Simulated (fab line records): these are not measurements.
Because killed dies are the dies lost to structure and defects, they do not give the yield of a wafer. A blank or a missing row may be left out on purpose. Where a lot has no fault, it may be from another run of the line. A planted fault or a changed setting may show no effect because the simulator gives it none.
Which tool is to blame?	flow n5Finfet	10 lots with 30 wafers sampled at 5 steps, on a route of 1938 steps

== WHAT THE GAUGES SHOWED, per wafer ==
Not one reading of a measure or inspect step in the record can be checked against a usual standard deviation.

== WHAT TOOL EACH LOT RAN ON (gives the tool, then ch and the chambers of the sampled wafers, and finally the start) ==
lot	N5_MOL_CONTACT_COAG_VIA_ETCH_117	N5_MIM_BOT_ETCH_STRIP_01	N5_PASSIVATION_PECVD_01	N5_PASSIVATION_DESCUM_46	N5_PASSIVATION_PROBE_49
L209	rieDiel-03 ch 0,1,2, day 5 15:10	rieDiel-01 ch 1,2, day 13 16:55	pecvd-02 ch 0,1,2, day 13 17:52	rieDiel-04 ch 0,2,3, day 13 23:35	-
L210	rieDiel-03 ch 1,2,3, day 5 17:08	rieDiel-03 ch 0,1,2, day 14 22:11	pecvd-02 ch 1,2, day 14 22:43	rieDiel-01 ch 1,2, day 15 04:52	-
L211	rieDiel-03 ch 1,2,3, day 5 20:50	rieDiel-01 ch 0,1, day 15 09:02	pecvd-04 ch 0,1,2, day 15 09:36	rieDiel-01 ch 0,2, day 15 14:03	-
L212	rieDiel-04 ch 0,1,3, day 6 07:25	rieDiel-01 ch 1,2, day 15 10:05	pecvd-04 ch 0,1,2, day 15 10:37	rieDiel-01 ch 0,2, day 15 18:44	prober-02, day 15 21:49
L214	rieDiel-04 ch 0,1,2, day 7 12:55	rieDiel-01 ch 1,2,3, day 17 17:31	pecvd-01 ch 0,2, day 17 18:04	rieDiel-03 ch 0,1, day 17 22:53	-
L216	rieDiel-04 ch 1,2, day 7 13:38	rieDiel-04 ch 1,2,3, day 17 09:39	pecvd-02 ch 0,1,2, day 17 10:11	rieDiel-03 ch 1,2, day 17 16:19	-
L217	rieDiel-04 ch 2,3, day 7 16:19	rieDiel-04 ch 1,2,3, day 16 05:33	pecvd-01 ch 0,2, day 16 06:05	rieDiel-01 ch 0,1,2, day 16 10:44	-
L218	rieDiel-04 ch 2,3, day 7 20:53	rieDiel-04 ch 0,1, day 17 08:35	pecvd-02 ch 1,2, day 17 09:08	rieDiel-04 ch 1,3, day 17 14:15	-
L219	rieDiel-04 ch 0,3, day 8 01:45	rieDiel-03 ch 0,1,2, day 17 18:13	pecvd-01 ch 0,2, day 17 18:46	rieDiel-01 ch 1,2, day 17 23:49	prober-01, day 18 03:01
L224	rieDiel-04 ch 0,2,3, day 9 05:20	rieDiel-04 ch 1,2,3, day 18 11:55	pecvd-01 ch 0,1, day 18 12:28	rieDiel-03 ch 0,1,3, day 18 18:46	prober-01, day 18 21:50
- N5_MOL_CONTACT_COAG_VIA_ETCH_117: etches SiO2 in C4F6/O2, target depth 40 nm, overetch 8 nm, time 26 s.
- N5_MIM_BOT_ETCH_STRIP_01: strips in O2.
- N5_PASSIVATION_PECVD_01: deposits SiNx from SiH4/NH3/N2, target thk 200 nm, time 43.2 s.
- N5_PASSIVATION_DESCUM_46: chemistry O2, time 7.9 s.
- N5_PASSIVATION_PROBE_49

== AS READ BY THE TOOLS THEMSELVES (means over the sampled wafers that have a number; for cases with no such wafer, the mark the record gives instead) ==
N5_MOL_CONTACT_COAG_VIA_ETCH_117. Usual: drypumpMotorCurrentA 5.8 A, standard deviation 0.54; oesProductAu 0.69 a.u., standard deviation 0.065; rfVppV 1584 V, standard deviation 15; showerheadPlenumPTorr 2.84 Torr, standard deviation 0.087; throttleValvePct 41.07 %, standard deviation 0.29.
lot	tool	drypumpMotorCurrentA (A)	oesProductAu (a.u.)	rfVppV (V)	showerheadPlenumPTorr (Torr)	throttleValvePct (%)	flag
L209	rieDiel-03	5.5	0.70	1593	2.92	41.05	
L210	rieDiel-03	5.9	0.70	1588	2.91	40.91	
L211	rieDiel-03	5.9	0.70	1588	2.91	40.91	
L212	rieDiel-04	6.0	0.67	1588	2.84	41.21	
L214	rieDiel-04	5.8	0.66	1591	2.76	41.37	
L216	rieDiel-04	5.9	0.68	1591	2.81	41.52	
L217	rieDiel-04	5.5	0.64	1582	2.78	41.15	
L218	rieDiel-04	5.5	0.64	1582	2.78	41.15	
L219	rieDiel-04	5.8	0.64	1589	2.78	41.07	
L224	rieDiel-04	5.7	0.63	1584	2.77	41.11	

N5_MIM_BOT_ETCH_STRIP_01. Usual: drypumpMotorCurrentA 5.8 A, standard deviation 0.53; oesProductAu 0.84 a.u., standard deviation 0.085; rfVppV 3.6 V, standard deviation 1.5; showerheadPlenumPTorr 2.12 Torr, standard deviation 0.068; throttleValvePct 16.63 %, standard deviation 0.29.
lot	tool	drypumpMotorCurrentA (A)	oesProductAu (a.u.)	rfVppV (V)	showerheadPlenumPTorr (Torr)	throttleValvePct (%)	flag
L209	rieDiel-01	5.6	0.83	4.7	2.10	16.73	
L210	rieDiel-03	5.5	0.81	2.9	2.13	16.55	
L211	rieDiel-01	6.3	0.85	3.2	2.04	16.45	
L212	rieDiel-01	6.1	0.85	3.5	2.07	16.60	
L214	rieDiel-01	5.8	0.85	2.3	2.07	16.65	
L216	rieDiel-04	5.9	0.84	2.4	2.16	16.69	
L217	rieDiel-04	5.8	0.87	3.3	2.16	16.66	
L218	rieDiel-04	6.1	0.78	4.7	2.14	16.96	
L219	rieDiel-03	5.5	0.78	3.6	2.13	16.59	
L224	rieDiel-04	5.9	0.84	2.4	2.15	16.69	

N5_PASSIVATION_PECVD_01. Usual: heaterPowerOuterW 140 W, standard deviation 58; heaterPowerW 334 W, standard deviation 100; showerheadPlenumPTorr 8.64 Torr, standard deviation 0.057; throttleValvePct 29.0 %, standard deviation 1.8.
lot	tool	heaterPowerOuterW (W)	heaterPowerW (W)	showerheadPlenumPTorr (Torr)	throttleValvePct (%)	flag
L209	pecvd-02	111	304	8.60	29.5	
L210	pecvd-02	113	264	8.63	28.4	
L211	pecvd-04	152	368	8.62	30.1	
L212	pecvd-04	200	428	8.63	30.0	
L214	pecvd-01	82	245	8.68	27.5	
L216	pecvd-02	136	339	8.60	29.8	
L217	pecvd-01	130	312	8.70	27.5	
L218	pecvd-02	151	319	8.58	30.2	
L219	pecvd-01	96	270	8.70	28.6	
L224	pecvd-01	129	316	8.69	28.7	

N5_PASSIVATION_DESCUM_46. Usual: biasPowerW 20.00 W, standard deviation 0.07; drypumpMotorCurrentA 5.8 A, standard deviation 0.53; oesProductAu 0.84 a.u., standard deviation 0.087; rfVppV 243.4 V, standard deviation 1.4; showerheadPlenumPTorr 2.11 Torr, standard deviation 0.069; throttleValvePct 20.38 %, standard deviation 0.28.
lot	tool	biasPowerW (W)	drypumpMotorCurrentA (A)	oesProductAu (a.u.)	rfVppV (V)	showerheadPlenumPTorr (Torr)	throttleValvePct (%)	flag
L209	rieDiel-04	19.97	5.7	0.78	243.7	2.12	20.48	
L210	rieDiel-01	20.05	5.6	0.82	242.6	2.09	20.54	
L211	rieDiel-01	20.02	5.5	0.79	242.8	2.08	20.60	
L212	rieDiel-01	20.09	5.7	0.81	243.2	2.05	20.46	
L214	rieDiel-03	20.03	5.0	0.75	244.4	2.13	20.40	
L216	rieDiel-03	19.99	6.0	0.84	243.9	2.15	20.39	
L217	rieDiel-01	20.06	5.9	0.82	243.3	2.06	20.42	
L218	rieDiel-04	20.03	6.1	0.78	242.5	2.10	20.65	
L219	rieDiel-01	20.02	5.6	0.80	243.1	2.08	20.57	
L224	rieDiel-03	19.96	5.5	0.91	243.6	2.09	20.10	

N5_PASSIVATION_PROBE_49. Usual: defectLimitedYield 91.2 %, standard deviation 1.4; killed_at_M0_to_M3 36, standard deviation 11; killed_at_M4_up 14, standard deviation 5.6; killedAtContacts 12, standard deviation 5.9; killedAtFrontEnd 38, standard deviation 13; killedAtOther 3.5, standard deviation 2.7; killedDies 104, standard deviation 17; killedOpen 68, standard deviation 12; killedShort 34, standard deviation 8.2; sort_bin_5_function 5.1 %, standard deviation 0.95; sort_bin_6_memory 3.3 %, standard deviation 0.7; sortNPass 1076, standard deviation 17; sortYieldPct 91.2 %, standard deviation 1.4.
lot	tool	defectLimitedYield (%)	killed_at_M0_to_M3	killed_at_M4_up	killedAtContacts	killedAtFrontEnd	killedAtOther	killedDies	killedOpen	killedShort	sort_bin_5_function (%)	sort_bin_6_memory (%)	sortNPass	sortYieldPct (%)	flag
L212	prober-02	90.1	29	23	11	48	5.3	116	79	36	5.7	3.9	1064	90.1	
L219	prober-01	80.5	29	14	148	34	4.7	230	55	31	12.3	3.8	950	80.5	OFF
L224	prober-01	83.7	23	9	118	40	3.3	193	51	28	9.9	3.6	987	83.7	OFF

== THE ANSWER, worked out from the rows above alone ==
Rule: a lot counts as off when the mean over its wafers that have a number is more than 3 standard deviations away from the usual mean. Also off: a lot with no number at a reading for which 4 or more lots have one. Any other lot the step has rows for is counted as sound. After the gauges, taken in route order, come the tools' own readings; for these a lot's mean is taken, as printed above. At the first step where some lot is off, the reading lying furthest off is the one used; lots without a number count as furthest.
Off: L219, L224, at N5_PASSIVATION_PROBE_49 (killedAtContacts). Neither off nor sound, because the step has no rows for them: L209, L210, L211, L214, L216, L217, L218.
A tool fits if, at that step or a process step before it, it ran every lot that is off, and no sound lot after the first of them. Can't be told from this: 3 tools fit, rieDiel-04 at N5_MOL_CONTACT_COAG_VIA_ETCH_117, pecvd-01 at N5_PASSIVATION_PECVD_01, prober-01 at N5_PASSIVATION_PROBE_49.

== WHAT THE SIMULATOR HAD INSERTED ==
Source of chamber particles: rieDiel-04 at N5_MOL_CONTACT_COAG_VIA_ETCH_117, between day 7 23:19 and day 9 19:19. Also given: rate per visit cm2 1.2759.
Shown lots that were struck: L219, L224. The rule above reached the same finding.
